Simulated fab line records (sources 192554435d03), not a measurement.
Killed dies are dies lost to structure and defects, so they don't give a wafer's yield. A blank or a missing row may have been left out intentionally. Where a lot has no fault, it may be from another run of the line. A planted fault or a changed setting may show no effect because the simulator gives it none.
Which tool did it? / flow n5 finfet / Sampling: 9 lots, 27 wafers, 5 of 1938 route steps

== WHAT EACH GAUGE READ, for each wafer ==
N5_ZERO_LAYER_CD_MEAS_11: the cd target is 2000 nm. Usual: cd nm at 2000.9 nm, with a standard deviation of 2.
lot=L407; measured=day 1 12:39; on=cd sem-01; cd nm (nm)=2000.4 2000.9 2003.2; flag=
lot=L411; measured=day 2 12:47; on=cd sem-03; cd nm (nm)=2001.0 1999.5 2002.5; flag=
lot=L412; measured=day 2 18:38; on=cd sem-03; cd nm (nm)=2002.8 2002.7 2002.1; flag=
lot=L414; measured=day 3 06:46; on=cd sem-01; cd nm (nm)=2000.1 2001.3 1998.1; flag=
lot=L422; measured=day 5 06:39; on=cd sem-01; cd nm (nm)=2001.6 2003.5 2003.7; flag=
lot=L424; measured=day 5 18:46; on=cd sem-02; cd nm (nm)=1996.6 1999.3 1999.6; flag=
lot=L426; measured=day 6 06:38; on=cd sem-03; cd nm (nm)=2006.5 2002.3 2005.0; flag=
lot=L428; measured=day 6 18:47; on=cd sem-02; cd nm (nm)=1999.1 2000.9 2001.4; flag=
lot=L430; measured=day 7 06:47; on=cd sem-02; cd nm (nm)=2003.2 2000.8 2001.3; flag=

N5_BEOL_M4_RC_MEAS_101. Usual: CJ_P 5.85, standard deviation 0.16; DIBL_N 35.8 mV/V, standard deviation 1.8; DIBL_P 35.9 mV/V, standard deviation 2.2; IOFF_N 0.16 nA/um, standard deviation 0.035; IOFF_P 0.21 nA/um, standard deviation 0.04; ION_N 672 uA/um, standard deviation 11; ION_P 461 uA/um, standard deviation 7.4; SS_N 71.4 mV/dec, standard deviation 0.64; SS_P 73.2 mV/dec, standard deviation 0.67; VT_N 250 mV, standard deviation 3.5; VT_P -251 mV, standard deviation 3.4.
lot=L407; measured=day 7 19:40; on=prober-02; CJ_P=6.05 6.03 6.05; DIBL_N (mV/V)=35.0 35.8 35.0; DIBL_P (mV/V)=34.4 36.3 35.2; IOFF_N (nA/um)=0.15 0.17 0.15; IOFF_P (nA/um)=0.16 0.19 0.17; ION_N (uA/um)=664 691 671; ION_P (uA/um)=450 467 459; SS_N (mV/dec)=71.5 72.1 72.0; SS_P (mV/dec)=73.0 73.8 72.7; VT_N (mV)=250 248 248; VT_P (mV)=-254 -252 -252; flag=
lot=L411; measured=day 8 20:38; on=prober-02; CJ_P=5.96 5.99 6.06; DIBL_N (mV/V)=37.6 34.5 35.5; DIBL_P (mV/V)=39.3 35.6 37.1; IOFF_N (nA/um)=0.21 0.15 0.17; IOFF_P (nA/um)=0.27 0.21 0.24; ION_N (uA/um)=679 670 676; ION_P (uA/um)=467 459 473; SS_N (mV/dec)=72.1 71.0 71.4; SS_P (mV/dec)=73.9 72.9 73.0; VT_N (mV)=247 250 251; VT_P (mV)=-246 -247 -248; flag=
lot=L412; measured=day 9 08:31; on=prober-01; CJ_P=6.02 5.81 5.90; DIBL_N (mV/V)=35.9 35.0 36.8; DIBL_P (mV/V)=37.2 35.8 37.1; IOFF_N (nA/um)=0.16 0.14 0.17; IOFF_P (nA/um)=0.21 0.20 0.21; ION_N (uA/um)=671 669 675; ION_P (uA/um)=464 459 464; SS_N (mV/dec)=72.0 71.6 71.9; SS_P (mV/dec)=73.4 72.8 73.3; VT_N (mV)=250 252 250; VT_P (mV)=-250 -254 -249; flag=
lot=L414; measured=day 9 17:13; on=prober-01; CJ_P=5.41 5.71 5.61; DIBL_N (mV/V)=36.0 39.2 38.9; DIBL_P (mV/V)=35.7 39.2 39.0; IOFF_N (nA/um)=0.15 0.21 0.20; IOFF_P (nA/um)=0.20 0.27 0.25; ION_N (uA/um)=665 683 676; ION_P (uA/um)=462 468 470; SS_N (mV/dec)=71.5 72.0 72.2; SS_P (mV/dec)=72.8 74.2 73.1; VT_N (mV)=254 251 248; VT_P (mV)=-250 -248 -250; flag=
lot=L422; measured=day 12 13:22; on=prober-02; CJ_P=5.07 5.12 5.08; DIBL_N (mV/V)=37.4 39.5 34.0; DIBL_P (mV/V)=36.9 40.6 33.4; IOFF_N (nA/um)=0.21 0.25 0.13; IOFF_P (nA/um)=0.27 0.35 0.20; ION_N (uA/um)=697 702 667; ION_P (uA/um)=479 487 464; SS_N (mV/dec)=71.8 72.1 70.4; SS_P (mV/dec)=73.6 73.8 72.5; VT_N (mV)=245 242 252; VT_P (mV)=-244 -243 -247; flag=OFF
lot=L424; measured=day 12 09:31; on=prober-01; CJ_P=4.96 5.01 4.95; DIBL_N (mV/V)=37.6 36.7 35.9; DIBL_P (mV/V)=37.9 36.9 36.3; IOFF_N (nA/um)=0.17 0.15 0.14; IOFF_P (nA/um)=0.19 0.17 0.17; ION_N (uA/um)=671 668 660; ION_P (uA/um)=445 447 448; SS_N (mV/dec)=72.1 72.0 71.8; SS_P (mV/dec)=73.8 73.6 73.5; VT_N (mV)=251 252 253; VT_P (mV)=-256 -256 -255; flag=OFF
lot=L426; measured=day 12 20:54; on=prober-01; CJ_P=5.94 5.86 5.82; DIBL_N (mV/V)=37.0 37.4 36.3; DIBL_P (mV/V)=36.5 37.5 36.1; IOFF_N (nA/um)=0.16 0.17 0.17; IOFF_P (nA/um)=0.22 0.26 0.22; ION_N (uA/um)=673 670 671; ION_P (uA/um)=455 462 463; SS_N (mV/dec)=71.6 71.8 71.5; SS_P (mV/dec)=73.1 74.1 73.4; VT_N (mV)=251 248 250; VT_P (mV)=-249 -245 -247; flag=
lot=L428; measured=day 12 23:56; on=prober-01; CJ_P=5.71 5.66 5.97; DIBL_N (mV/V)=37.1 36.5 33.7; DIBL_P (mV/V)=37.8 36.8 32.5; IOFF_N (nA/um)=0.17 0.15 0.11; IOFF_P (nA/um)=0.21 0.20 0.15; ION_N (uA/um)=679 674 660; ION_P (uA/um)=458 468 454; SS_N (mV/dec)=72.1 71.4 70.9; SS_P (mV/dec)=74.1 73.9 72.8; VT_N (mV)=246 251 255; VT_P (mV)=-251 -255 -255; flag=
lot=L430; measured=day 13 23:44; on=prober-02; CJ_P=5.89 6.12 6.03; DIBL_N (mV/V)=34.4 35.2 32.4; DIBL_P (mV/V)=33.0 34.1 30.8; IOFF_N (nA/um)=0.11 0.12 0.09; IOFF_P (nA/um)=0.17 0.18 0.14; ION_N (uA/um)=659 658 653; ION_P (uA/um)=459 459 453; SS_N (mV/dec)=70.6 71.7 70.3; SS_P (mV/dec)=72.5 72.9 71.6; VT_N (mV)=255 255 257; VT_P (mV)=-251 -253 -255; flag=

== TOOL THAT RAN EACH LOT (tool first, then ch and the chambers of the sampled wafers, then the start) ==
lot=L407; N5_WELL_APT_IMPLANT_15=implanter-02 ch 0, day 1 14:07; N5_WELL_APT_DESCUM_30=rie diel-05 ch 0,1,2, day 1 15:04; N5_WELL_APT_RTA_34=rtp anneal-02 ch 0, day 1 15:54
lot=L411; N5_WELL_APT_IMPLANT_15=implanter-01 ch 0, day 2 14:08; N5_WELL_APT_DESCUM_30=rie diel-02 ch 0,1, day 2 15:02; N5_WELL_APT_RTA_34=rtp anneal-02 ch 0, day 2 15:52
lot=L412; N5_WELL_APT_IMPLANT_15=implanter-02 ch 0, day 2 20:13; N5_WELL_APT_DESCUM_30=rie diel-05 ch 1,2,3, day 2 21:03; N5_WELL_APT_RTA_34=rtp anneal-02 ch 0, day 2 21:49
lot=L414; N5_WELL_APT_IMPLANT_15=implanter-02 ch 0, day 3 08:05; N5_WELL_APT_DESCUM_30=rie diel-02 ch 0,2, day 3 09:19; N5_WELL_APT_RTA_34=rtp anneal-01 ch 0, day 3 10:14
lot=L422; N5_WELL_APT_IMPLANT_15=implanter-02 ch 0, day 5 08:35; N5_WELL_APT_DESCUM_30=rie diel-04 ch 0,1, day 5 09:32; N5_WELL_APT_RTA_34=rtp anneal-01 ch 0, day 5 10:20
lot=L424; N5_WELL_APT_IMPLANT_15=implanter-02 ch 0, day 5 20:13; N5_WELL_APT_DESCUM_30=rie diel-04 ch 1,3, day 5 21:31; N5_WELL_APT_RTA_34=rtp anneal-01 ch 0, day 5 22:18
lot=L426; N5_WELL_APT_IMPLANT_15=implanter-01 ch 0, day 6 07:55; N5_WELL_APT_DESCUM_30=rie diel-02 ch 0,2, day 6 08:53; N5_WELL_APT_RTA_34=rtp anneal-01 ch 0, day 6 09:55
lot=L428; N5_WELL_APT_IMPLANT_15=implanter-01 ch 0, day 6 20:09; N5_WELL_APT_DESCUM_30=rie diel-05 ch 0,1,2, day 6 21:05; N5_WELL_APT_RTA_34=rtp anneal-01 ch 0, day 6 22:07
lot=L430; N5_WELL_APT_IMPLANT_15=implanter-01 ch 0, day 7 08:22; N5_WELL_APT_DESCUM_30=rie diel-02 ch 0,2, day 7 09:39; N5_WELL_APT_RTA_34=rtp anneal-02 ch 0, day 7 10:32
- N5_WELL_APT_IMPLANT_15
- N5_WELL_APT_DESCUM_30: chemistry O2, time 7.9 s.
- N5_WELL_APT_RTA_34: time 10 s.

== WHAT THE TOOLS THEMSELVES READ (means of the sampled wafers that have a number; where no wafer has one, the mark that the record gives instead) ==
N5_WELL_APT_IMPLANT_15. Usual: beam on s 10.00 s, standard deviation 0.2; dose ions cm2 1.5e+13, standard deviation 1.5e+10; faraday current uA 190, standard deviation 3.8.
lot=L407; tool=implanter-02; beam on s (s)=10.12; dose ions cm2=1.5e+13; faraday current uA=188; flag=
lot=L411; tool=implanter-01; beam on s (s)=9.94; dose ions cm2=1.5e+13; faraday current uA=191; flag=
lot=L412; tool=implanter-02; beam on s (s)=9.88; dose ions cm2=1.5e+13; faraday current uA=193; flag=
lot=L414; tool=implanter-02; beam on s (s)=10.00; dose ions cm2=1.5e+13; faraday current uA=190; flag=
lot=L422; tool=implanter-02; beam on s (s)=9.94; dose ions cm2=1.1e+13; faraday current uA=139; flag=OFF
lot=L424; tool=implanter-02; beam on s (s)=10.08; dose ions cm2=1.1e+13; faraday current uA=138; flag=OFF
lot=L426; tool=implanter-01; beam on s (s)=9.91; dose ions cm2=1.5e+13; faraday current uA=192; flag=
lot=L428; tool=implanter-01; beam on s (s)=10.00; dose ions cm2=1.5e+13; faraday current uA=190; flag=
lot=L430; tool=implanter-01; beam on s (s)=9.90; dose ions cm2=1.5e+13; faraday current uA=192; flag=

N5_WELL_APT_DESCUM_30. Usual: drypump motor current A 5.7 A, standard deviation 0.41; oes product au 0.77 a.u., standard deviation 0.08; rf vpp V 243.3 V, standard deviation 1.3; showerhead plenum p Torr 2.10 Torr, standard deviation 0.058; throttle valve pct 20.34 %, standard deviation 0.22.
lot=L407; tool=rie diel-05; drypump motor current A (A)=5.6; oes product au (a.u.)=0.71; rf vpp V (V)=242.7; showerhead plenum p Torr (Torr)=2.07; throttle valve pct (%)=20.38; flag=
lot=L411; tool=rie diel-02; drypump motor current A (A)=5.4; oes product au (a.u.)=0.80; rf vpp V (V)=243.4; showerhead plenum p Torr (Torr)=2.12; throttle valve pct (%)=20.27; flag=
lot=L412; tool=rie diel-05; drypump motor current A (A)=5.6; oes product au (a.u.)=0.72; rf vpp V (V)=243.5; showerhead plenum p Torr (Torr)=2.12; throttle valve pct (%)=20.30; flag=
lot=L414; tool=rie diel-02; drypump motor current A (A)=5.8; oes product au (a.u.)=0.83; rf vpp V (V)=243.9; showerhead plenum p Torr (Torr)=2.09; throttle valve pct (%)=20.20; flag=
lot=L422; tool=rie diel-04; drypump motor current A (A)=5.7; oes product au (a.u.)=0.75; rf vpp V (V)=242.6; showerhead plenum p Torr (Torr)=2.09; throttle valve pct (%)=20.29; flag=
lot=L424; tool=rie diel-04; drypump motor current A (A)=5.3; oes product au (a.u.)=0.77; rf vpp V (V)=242.8; showerhead plenum p Torr (Torr)=2.12; throttle valve pct (%)=20.27; flag=
lot=L426; tool=rie diel-02; drypump motor current A (A)=5.8; oes product au (a.u.)=0.80; rf vpp V (V)=243.1; showerhead plenum p Torr (Torr)=2.08; throttle valve pct (%)=20.25; flag=
lot=L428; tool=rie diel-05; drypump motor current A (A)=5.6; oes product au (a.u.)=0.75; rf vpp V (V)=243.5; showerhead plenum p Torr (Torr)=2.15; throttle valve pct (%)=20.29; flag=
lot=L430; tool=rie diel-02; drypump motor current A (A)=6.2; oes product au (a.u.)=0.78; rf vpp V (V)=242.7; showerhead plenum p Torr (Torr)=2.05; throttle valve pct (%)=20.33; flag=

N5_WELL_APT_RTA_34. Usual: lamp power pct 13.00 %, standard deviation 0.057; wafer_temp_C_max 1003.5, standard deviation 1.1.
lot=L407; tool=rtp anneal-02; lamp power pct (%)=12.94; wafer_temp_C_max=1003.6; flag=
lot=L411; tool=rtp anneal-02; lamp power pct (%)=13.04; wafer_temp_C_max=1004.2; flag=
lot=L412; tool=rtp anneal-02; lamp power pct (%)=13.02; wafer_temp_C_max=1003.4; flag=
lot=L414; tool=rtp anneal-01; lamp power pct (%)=13.00; wafer_temp_C_max=1004.1; flag=
lot=L422; tool=rtp anneal-01; lamp power pct (%)=12.95; wafer_temp_C_max=1003.3; flag=
lot=L424; tool=rtp anneal-01; lamp power pct (%)=13.01; wafer_temp_C_max=1002.5; flag=
lot=L426; tool=rtp anneal-01; lamp power pct (%)=12.98; wafer_temp_C_max=1003.6; flag=
lot=L428; tool=rtp anneal-01; lamp power pct (%)=12.95; wafer_temp_C_max=1003.5; flag=
lot=L430; tool=rtp anneal-02; lamp power pct (%)=13.04; wafer_temp_C_max=1003.7; flag=

== THE ANSWER, worked out from the rows above alone ==
Rule: take the mean of a lot's wafers that have a number; if it is more than 3 standard deviations from the usual mean, the lot is off. A lot without any number at a reading at which 4 lots or more have one is off too. Any other lot the step has rows for is counted as sound. The gauges are gone through in route order, then the tools' own readings, and for those a lot's mean is taken as printed above. The first step at which some lot is off is used, and at that step the reading that is off furthest; a lot without a number counts as furthest.
Off: L422, L424, seen at N5_BEOL_M4_RC_MEAS_101 (CJ_P).
A tool fits if, at a process step before that reading, it ran every lot that is off, and no sound lot after the first of them. The gauges at N5_BEOL_M4_RC_MEAS_101 aren't tried: what is off there is off at N5_WELL_APT_IMPLANT_15 too, on other tools, and a gauge's error can't cause that. This does not decide it: 2 tools fit, namely implanter-02 at N5_WELL_APT_IMPLANT_15 and rie diel-04 at N5_WELL_APT_DESCUM_30.

== WHAT THE SIMULATOR HAD INSERTED ==
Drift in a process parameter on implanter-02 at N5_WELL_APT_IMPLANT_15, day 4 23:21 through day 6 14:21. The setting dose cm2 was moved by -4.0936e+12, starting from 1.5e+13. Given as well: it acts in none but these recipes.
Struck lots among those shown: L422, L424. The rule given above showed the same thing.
